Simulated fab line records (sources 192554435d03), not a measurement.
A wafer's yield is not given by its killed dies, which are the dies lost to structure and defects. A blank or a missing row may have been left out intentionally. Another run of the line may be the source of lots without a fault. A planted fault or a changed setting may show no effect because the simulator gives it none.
Chamber matching ; flow n5Finfet ; pecvd-01 running N5_FIN_SAQP_PECVD_47: 3 sister chambers
The step deposits a-Si from SiH4/He, target thk 45 nm, time 36.3 s. 6 wafers are shown with their chamber, then 10 later ones without.

WAFERS PAIRED WITH THEIR CHAMBERS
wafer;chamber;throttleValvePct (%);showerheadVppV (V)
L078.1;1;19.9;580
L083.4;2;18.1;622
L085.2;1;19.6;577
L085.5;2;17.8;625
L090.3;0;18.4;636
L090.4;0;18.4;620

WAFERS WITHOUT THEIR CHAMBER
wafer;throttleValvePct (%);showerheadVppV (V)
L090.6;18.2;618
L094.1;19.7;570
L094.4;18.1;620
L094.6;18.3;620
L095.1;17.9;624
L095.4;19.8;563
L095.5;18.1;634
L096.3;18.1;633
L096.4;19.8;583
L096.6;18.1;609

WHICH CHAMBER EACH WENT THROUGH
wafer;from the rows above;in truth
L090.6;can't be placed: 2 or 0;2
L094.1;1;1
L094.4;can't be placed: 2 or 0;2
L094.6;can't be placed: 0 or 2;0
L095.1;2;2
L095.4;1;1
L095.5;can't be placed: 2 or 0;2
L096.3;can't be placed: 2 or 0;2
L096.4;1;1
L096.6;can't be placed: 2 or 0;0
4 of 10 placed correctly. Cannot be placed on the basis of these rows: 6; the candidates contain the true chamber in 6. 0 placed wrongly.
How it was worked out, from the rows above alone: a wafer's distance from a chamber is the root of the sum, over the readings, of the square of ((its reading less the chamber's mean) divided by the reading's scatter). If the next closest chamber is less than 2 further off than the closest, the wafer can't be placed; otherwise it belongs to the closest. A chamber's mean is the mean of its shown wafers. The scatter is the square root of a quotient: the sum, over the shown wafers, of each reading's squared deviation from its chamber's mean, divided by wafers minus chambers.
